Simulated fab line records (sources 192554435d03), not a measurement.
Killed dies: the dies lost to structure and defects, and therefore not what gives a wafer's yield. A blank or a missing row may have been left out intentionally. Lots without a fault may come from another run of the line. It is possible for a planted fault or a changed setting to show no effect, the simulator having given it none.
fab line records	flow n5Finfet
[record] lots = 12	wafers = 36	lastDay = 19
route steps=1938 shown MOL_CONTACT_COAG@532 PASSIVATION@1936
lots that met no fault: from a run of the same line without faults
startH: start of the lot's first displayed wafer, in hours after the record's first day	waitH: time in hours since the lot's previous step	" the same as in the row above	L1.1+2: a row that stands for several wafers	- either no value or no given start	* or withheld: withheld	< > ~ a bound
route shown NAME@n: NAME is a module with steps in the file, n the number in the route of the first one	usual: the fault-free wafers' mean and standard deviation	same: alike in all rows	chamber/n: place in a boat	sites: readings site by site	_std_site: standard deviation of those values	_edge_site: the outer-site mean with the inner-site mean subtracted	radiusMm: how far each site lies from the wafer's centre	mask NAME#n: copy n	behind: the last tool/chamber to shape the wafer	hold: cause of the lot's hold/its duration in hours/its outcome	device: whichever transistor did not switch (one of n, p or np)	end of line: tests of these same wafers at the route's end	step lacking rows: just its recipe	killed: dies lost to structure and defects at the first sort, not the wafer's yield	map: shows each die of a wafer: x if killed, . if not, _ if none is there
set.NAME: setting as actually run; set.NAME@STEP: the setting as run at that earlier step	model.NAME: the simulator's own value behind a step, which no gauge read
route steps across a sampled set of lots; one table per step, one row per wafer
services: the hour from which a tool's chamber was out of use, counted from the record's first day as startH (under 0 if before that day), plus the number of hours and why
[[steps]]
[step N5_MOL_CONTACT_COAG_ETCH_106]
[recipe] chemistry = N2/H2	target = SOC	targetDepthA = 800	overetchA = 160	maskMaterial = SiARC	tempC = 40	timeS = 120	ionEnergyEv = 200	pressureMtorr = 30	sourceW = 840	biasW = 150	n2FlowSccm = 200	h2FlowSccm = 200
[usual] drypumpMotorCurrentA = 5.70/0.25	oesProductAu = 0.73/0.084	rfFwdPowerW = 835/3.4	rfVppV = 525.1/2.8	showerheadPlenumPTorr = 2.59/0.099	throttleValvePct = 17.8/0.32
[same] timeS = 120
lot.wafer	tool	chamber	startH	waitH	drypumpMotorCurrentA	oesProductAu	rfFwdPowerW	rfHoursCounterH	rfVppV	showerheadPlenumPTorr	throttleValvePct
L361.2	rieDiel-04	3	94.41	0.0	6.04	0.83	841	14	527.8	2.72	17.7
L361.3	"	1	"	"	6.04	0.61	835	234	525.9	2.61	18.1
L361.6	"	3	"	"	6.02	0.82	836	-	529.2	2.72	17.7
L365.1	rieDiel-05	2	120.54	0.0	6.16	0.78	835	48	526.0	2.59	18.0
L365.2	"	3	"	"	5.92	0.62	835	230	523.0	2.52	18.2
L365.3	"	0	"	"	5.52	0.72	827	91	522.6	2.56	17.5
L366.2	rieDiel-04	3	124.92	0.0	6.04	0.81	835	24	528.8	2.72	17.8
L366.4	"	3	"	"	6.03	0.80	832	-	529.2	2.72	17.8
L366.6	"	1	"	"	6.00	0.59	836	-	526.6	2.60	18.1
L368.2	rieDiel-04	1	130.85	0.0	6.04	0.60	835	249	527.5	2.60	18.1
L368.3	"	3	"	"	6.04	0.80	834	26	528.7	2.72	17.8
L368.5	"	1	"	"	6.03	0.60	837	-	525.2	2.60	18.1
L369.4	rieDiel-05	1	139.64	0.0	5.82	0.88	837	0	526.1	2.60	17.2
L369.5	"	0	"	"	5.58	0.71	837	-	524.5	2.56	17.5
L369.6	"	1	"	"	5.80	0.88	837	-	526.2	2.60	17.2
L375.2	rieDiel-04	1	173.32	0.0	6.05	0.85	837	8	523.8	2.60	17.7
L375.5	"	3	"	"	6.03	0.78	832	-	526.3	2.71	17.8
L375.6	"	2	"	"	5.47	0.61	840	-	519.8	2.42	18.4
L376.2	rieDiel-06	0	177.63	0.0	5.63	0.76	837	52	529.4	2.71	17.9
L376.4	"	2	"	"	5.75	0.78	831	-	529.0	2.69	17.3
L376.5	"	1	"	"	5.61	0.75	835	-	522.3	2.48	17.7
L377.2	rieDiel-06	1	186.11	0.0	5.64	0.74	835	81	521.8	2.47	17.8
L377.3	"	2	"	"	5.73	0.78	835	42	528.0	2.69	17.3
L377.4	"	0	"	"	5.58	0.76	838	-	528.1	2.70	17.9
L379.4	rieDiel-06	1	200.96	0.0	5.63	0.74	831	87	522.4	2.47	17.8
L379.5	"	0	"	"	5.61	0.75	835	-	527.9	2.70	17.9
L379.6	"	3	"	"	5.28	0.88	829	-	526.2	2.60	17.3
L380.1	rieDiel-06	0	203.79	0.0	5.60	0.74	837	61	527.5	2.70	17.9
L380.2	"	2	"	"	5.77	0.77	836	49	528.2	2.69	17.3
L380.4	"	1	"	"	5.63	0.75	835	87	521.2	2.47	17.8
L381.1	rieDiel-06	0	211.71	0.0	5.56	0.75	836	63	527.7	2.70	17.9
L381.2	"	3	"	"	5.28	0.88	833	5	525.8	2.60	17.3
L381.3	"	2	"	"	5.74	0.76	831	51	528.8	2.69	17.3
L382.1	rieDiel-05	1	216.16	0.0	5.80	0.79	839	29	525.4	2.59	17.2
L382.4	"	2	"	"	6.12	0.74	835	87	524.8	2.57	18.0
L382.5	"	3	"	"	5.89	0.87	841	-	523.9	2.51	17.8
[step N5_MOL_CONTACT_COAG_CMP_28]
[recipe] stopOn = SiNx	tOverpolishS = 0.85	postCmpClean = alkalineBrush	downForcePsi = 4.15	platenRpm = 51.8	padVelocityMS = 1.0307	targetThkNm = 14.522
[usual] headPressurePsi = 4.150/0.0087	motorCurrentA = 12.3/1.9	timeToEndpointS = 4.1/2
lot.wafer	tool	chamber	startH	waitH	headPressurePsi	motorCurrentA	timeToEndpointS
L361.2	cmp-02	1	103.45	0.8	4.154	10.0	5.1
L361.3	"	3	"	"	4.156	12.4	4.4
L361.6	"	1	"	"	4.154	10.4	4.6
L365.1	cmp-02	2	129.94	0.8	4.164	11.4	6.8
L365.3	"	0	"	"	4.149	13.0	7.6
L365.2	"	1	"	"	4.155	10.5	8.3
L366.4	cmp-01	3	134.10	0.8	4.165	10.9	7.3
L366.2	"	2	"	"	4.148	11.0	4.6
L366.6	"	3	"	"	4.145	10.5	6.0
L368.2	cmp-02	1	140.01	0.8	4.146	10.8	5.6
L368.3	"	0	"	"	4.153	13.0	5.0
L368.5	"	2	"	"	4.158	11.4	5.2
L369.4	cmp-03	1	146.98	0.9	4.147	12.1	4.7
L369.6	"	2	"	"	4.162	13.2	5.0
L369.5	"	3	"	"	4.161	10.3	6.9
L375.2	cmp-02	0	182.48	0.9	4.954	15.6	2.5
L375.6	"	2	"	"	4.153	11.2	2.6
L375.5	"	3	"	"	4.170	12.1	3.1
L376.4	cmp-02	1	185.87	0.8	4.144	9.9	4.3
L376.2	"	0	"	"	4.940	14.9	4.5
L376.5	"	1	"	"	4.147	10.5	7.2
L377.2	cmp-03	0	193.95	0.8	4.162	16.2	3.3
L377.3	"	2	"	"	4.156	12.5	3.9
L377.4	"	3	"	"	4.137	9.5	2.0
L379.4	cmp-03	0	209.93	0.8	4.133	16.7	1.9
L379.5	"	0	"	"	4.139	17.2	0.8
L379.6	"	1	"	"	4.145	12.5	2.3
L380.1	cmp-03	0	215.56	0.8	4.161	16.2	2.7
L380.2	"	1	"	"	4.138	12.3	2.6
L380.4	"	3	"	"	4.135	10.1	2.9
L381.3	cmp-03	2	222.10	0.8	4.144	13.0	2.2
L381.2	"	3	"	"	4.146	9.6	4.6
L381.1	"	0	"	"	4.168	17.3	3.6
L382.4	cmp-01	3	231.50	0.8	4.141	11.4	5.6
L382.1	"	2	"	"	4.153	11.8	0.0
L382.5	"	0	"	"	4.155	10.9	3.3
[step N5_MOL_CONTACT_COAG_THK_MEAS_29]
[recipe] reads = SiNx_of_GATE_CUT_PECVD_57+SiNx_of_GATE_CUT_SAC_CAP_01
[usual] MD_CAP_THK = 17.93/0.081
lot.wafer	tool	chamber	startH	waitH	MD_CAP_THK[nm]
L361.2	filmMetro-02	-	103.71	-	18.12
L361.3	"	-	"	"	17.96
L361.6	"	-	"	"	17.96
L365.1	filmMetro-01	-	130.23	-	18.03
L365.2	"	-	"	"	17.86
L365.3	"	-	"	"	17.98
L366.2	filmMetro-01	-	134.40	-	17.74
L366.4	"	-	"	"	17.85
L366.6	"	-	"	"	17.81
L368.2	filmMetro-02	-	140.30	-	17.97
L368.3	"	-	"	"	18.01
L368.5	"	-	"	"	17.89
L369.4	filmMetro-02	-	147.16	-	18.14
L369.5	"	-	"	"	18.01
L369.6	"	-	"	"	17.99
L375.2	filmMetro-01	-	182.70	-	17.89
L375.5	"	-	"	"	17.94
L375.6	"	-	"	"	17.85
L376.2	filmMetro-01	-	186.17	-	17.74
L376.4	"	-	"	"	17.97
L376.5	"	-	"	"	18.05
L377.2	filmMetro-02	-	194.25	-	17.70
L377.3	"	-	"	"	17.78
L377.4	"	-	"	"	17.90
L379.4	filmMetro-02	-	210.23	-	17.87
L379.5	"	-	"	"	17.93
L379.6	"	-	"	"	17.85
L380.1	filmMetro-01	-	215.86	-	17.87
L380.2	"	-	"	"	17.91
L380.4	"	-	"	"	17.84
L381.1	filmMetro-01	-	222.36	-	17.99
L381.2	"	-	"	"	17.90
L381.3	"	-	"	"	17.91
L382.1	filmMetro-02	-	231.80	-	17.78
L382.4	"	-	"	"	17.98
L382.5	"	-	"	"	17.89
[step N5_MOL_CONTACT_COAG_ALD_123]
[recipe] material = SiNx	targetThkA = 50	tempC = 400	aldPrecursorFamily = SiH2I2	aldCoReactant = N2/H2-plasma	pulseTimeS = 1	purgeTimeS = 2	coReactantPurgeTimeS = 2	aldCycles = 100	pressureTorr = 2
[usual] heaterPowerW = 839/97	precursorPulseHeightRel = 1.001/0.021
lot.wafer	tool	chamber	startH	waitH	heaterPowerW	precursorPulseHeightRel	sinceWetCleanH
L361.2	aldSin-01	0	105.02	1.3	922	1.003	6
L361.3	"	3	"	"	978	0.985	6
L361.6	"	1	"	"	928	0.996	-
L365.1	aldSin-02	0	131.50	1.3	701	1.034	123
L365.2	"	2	"	"	705	1.008	123
L365.3	"	3	"	"	833	1.016	123
L366.2	aldSin-01	1	135.44	1.0	910	1.018	36
L366.4	"	2	"	"	830	1.034	36
L366.6	"	1	"	"	917	1.008	-
L368.2	aldSin-01	3	140.34	0.0	973	0.999	41
L368.3	"	1	"	"	912	0.988	41
L368.5	"	1	"	"	934	1.012	-
L369.4	aldSin-03	1	147.20	0.0	1014	1.016	335
L369.5	"	2	"	"	803	0.990	-
L369.6	"	3	"	"	747	1.010	-
L375.2	aldSin-01	2	183.65	0.9	830	0.995	84
L375.5	"	3	"	"	988	1.019	-
L375.6	"	2	"	"	840	1.012	-
L376.2	aldSin-01	1	186.52	0.4	908	0.999	87
L376.4	"	2	"	"	859	1.001	87
L376.5	"	2	"	"	831	0.984	-
L377.2	aldSin-01	2	194.38	0.1	826	1.013	95
L377.3	"	1	"	"	924	1.029	95
L377.4	"	3	"	"	969	1.001	95
L379.4	aldSin-03	3	210.26	0.0	731	0.986	20
L379.5	"	1	"	"	990	0.995	-
L379.6	"	0	"	"	819	1.002	-
L380.1	aldSin-03	3	216.23	0.4	734	1.039	26
L380.2	"	2	"	"	817	1.004	26
L380.4	"	0	"	"	823	1.016	26
L381.1	aldSin-02	0	222.44	0.1	685	1.001	214
L381.2	"	2	"	"	706	1.047	214
L381.3	"	3	"	"	806	1.021	214
L382.1	aldSin-01	3	231.84	0.0	1004	0.979	133
L382.4	"	2	"	"	855	0.976	133
L382.5	"	2	"	"	841	0.989	-
[step N5_PASSIVATION_PROBE_49]
[usual] killed_at_M0_to_M3 = 36/11	killed_at_M4_up = 14/5.2	killedAtContacts = 12/6.1	killedAtFrontEnd = 40/12	killedAtOther = 3.2/2.5	killedDies = 105/16	killedOpen = 68/12	killedShort = 35/8.7
[same] grossDies = 1180	killedAtBackSide = 0
lot.wafer	tool	chamber	startH	waitH	killed_at_M0_to_M3	killed_at_M4_up	killedAtContacts	killedAtFrontEnd	killedAtOther	killedDies	killedOpen	killedShort
L361.2	prober-01	-	320.60	0.1	44	19	13	38	6	120	75	45
L361.3	prober-01	-	320.65	0.1	26	21	13	45	3	108	76	30
L361.6	prober-01	-	320.80	0.3	33	22	8	63	0	126	75	45
L380.1	prober-01	-	420.76	0.0	48	13	7	44	2	114	70	33
L380.2	prober-01	-	420.81	0.1	39	37	9	32	1	118	60	56
L380.4	prober-01	-	420.91	0.2	42	21	17	50	5	135	82	49
L381.1	prober-01	-	448.81	0.0	44	18	8	58	4	132	93	37
L381.2	prober-01	-	448.86	0.1	36	24	10	58	7	135	80	51
L381.3	prober-01	-	448.91	0.1	35	11	7	30	2	85	40	42
// killed by level:class
L361.2 MOL_CONTACT_COAG:geometricParticle:open=12 BEOL_M2:geometricParticle:open=11 STI_FIN_REVEAL:geometricParticle:open=9 BEOL_M4:geometricParticle:short=7 BEOL_M4:geometricParticle:open=7 FIN_SAQP:geometricParticle:short=6 BEOL_M3:geometricParticle:open=6 BEOL_M1:geometricParticle:open=5
L361.3 STI_FIN_REVEAL:geometricParticle:open=13 BEOL_M2:geometricParticle:open=10 MOL_CONTACT_COAG:geometricParticle:open=9 FIN_SAQP:geometricParticle:open=7 BEOL_M4:geometricParticle:open=7 FIN_SAQP:geometricParticle:short=6 BEOL_M0_SAQP:geometricParticle:open=6 DUMMY_GATE:geometricParticle:open=4
L361.6 FIN_SAQP:geometricParticle:open=14 FIN_SAQP:geometricParticle:short=11 BEOL_M4:geometricParticle:open=10 BEOL_M0_SAQP:geometricParticle:short=9 STI_FIN_REVEAL:geometricParticle:open=7 DUMMY_GATE:geometricParticle:open=7 BEOL_M1:geometricParticle:short=6 MOL_CONTACT_COAG:geometricParticle:open=6
L380.1 DUMMY_GATE:geometricParticle:open=8 BEOL_M3:geometricParticle:open=8 FIN_SAQP:geometricParticle:short=7 HKMG_FIN:areaEtch=7 BEOL_M0_SAQP:geometricParticle:short=6 BEOL_M0:geometricParticle:open=6 BEOL_M2:geometricParticle:open=6 BEOL_M2:geometricParticle:short=6
L380.2 BEOL_M4:geometricParticle:open=11 BEOL_M7:geometricParticle:open=10 BEOL_M0_SAQP:geometricParticle:short=9 FIN_SAQP:geometricParticle:short=8 GATE_CUT:geometricParticle:short=8 BEOL_M4:geometricParticle:short=7 BEOL_M1:geometricParticle:open=5 MOL_CONTACT_COAG:geometricParticle:open=5
L380.4 MOL_CONTACT_COAG:geometricParticle:open=13 GATE_CUT:geometricParticle:short=12 BEOL_M2:geometricParticle:open=11 FIN_SAQP:geometricParticle:short=10 BEOL_M3:geometricParticle:open=9 BEOL_M4:geometricParticle:open=9 FIN_SAQP:geometricParticle:open=7 BEOL_M0_SAQP:geometricParticle:open=6
L381.1 FIN_SAQP:geometricParticle:open=23 BEOL_M4:geometricParticle:open=14 BEOL_M0_SAQP:geometricParticle:open=10 BEOL_M0_SAQP:geometricParticle:short=9 BEOL_M3:geometricParticle:open=9 FIN_SAQP:geometricParticle:short=8 STI_FIN_REVEAL:geometricParticle:open=7 DUMMY_GATE:geometricParticle:open=6
L381.2 FIN_SAQP:geometricParticle:short=15 FIN_SAQP:geometricParticle:open=11 BEOL_M4:geometricParticle:open=11 BEOL_M0_SAQP:geometricParticle:short=10 MOL_CONTACT_COAG:geometricParticle:open=8 STI_FIN_REVEAL:geometricParticle:open=7 DUMMY_GATE:geometricParticle:open=6 BEOL_M3:geometricParticle:open=6
L381.3 BEOL_M0_SAQP:geometricParticle:short=10 FIN_SAQP:geometricParticle:short=8 BEOL_M0_SAQP:geometricParticle:open=7 BEOL_M3:geometricParticle:short=7 MOL_CONTACT_COAG:geometricParticle:open=6 BEOL_M3:geometricParticle:open=6 STI_FIN_REVEAL:geometricParticle:open=4 GATE_CUT:geometricParticle:short=4
[[services]]
tool	chamber	startH	hours	kind
aldSin-01	3	76.17	3.8	repair
aldSin-01	-	85.44	14.0	pm
aldSin-01	0	85.44	14.0	ventCycle
aldSin-01	1	85.44	14.0	ventCycle
aldSin-01	2	85.44	14.0	ventCycle
aldSin-01	3	85.44	14.0	ventCycle
rieDiel-05	3	87.35	1.4	repair
cmp-03	-	91.35	1.0	repair
aldSin-01	0	99.44	-	clean
aldSin-01	1	99.44	-	clean
aldSin-01	2	99.44	-	clean
aldSin-01	3	99.44	-	clean
cmp-02	-	110.64	4.0	pm
cmp-01	-	113.90	7.3	pm
rieDiel-04	0	120.85	5.2	repair
aldSin-03	-	126.49	14.6	pm
cmp-02	-	132.78	1.0	repair
aldSin-02	3	171.92	2.8	repair
cmp-03	-	173.24	4.4	repair
aldSin-03	-	176.75	14.0	pm
aldSin-03	-	190.75	6.0	pm
cmp-02	-	190.77	2.5	repair
aldSin-01	2	202.06	4.0	repair
cmp-03	-	203.97	4.0	pm
[[key]]
[firstSign] step = N5_MOL_CONTACT_COAG_CMP_28	reading = headPressurePsi	direction = up	sigmas = 91	usual = 4.150	struck = 4.947
effect none on later readings
metAt N5_MOL_CONTACT_COAG_CMP_28
struckLots L375,L376
struckWafers L375.2,L376.2
testerLeftOut L375,L376
notActingAt N5_MOL_CONTACT_COAG_ETCH_106,N5_MOL_CONTACT_COAG_THK_MEAS_29,N5_MOL_CONTACT_COAG_ALD_123
onsetBetween 140.01 182.48
[fault] kind = processParameterDrift	tool = cmp-02	chamber = 0	onsetH = 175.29	steps = N5_MOL_CONTACT_COAG_CMP_28	channel = downForcePsi	offset = 0.7915	shape = step	endH = 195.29	actsIn = theseRecipesOnly	stated = 4.15
// testerLeftOut: of these lots the tester's yield and bins aren't shown, on N5 and GAA mostly nor the transistor test; their killed dies are dies lost to structure and defects alone, not to doping, threshold or leakage, so they don't give the yield
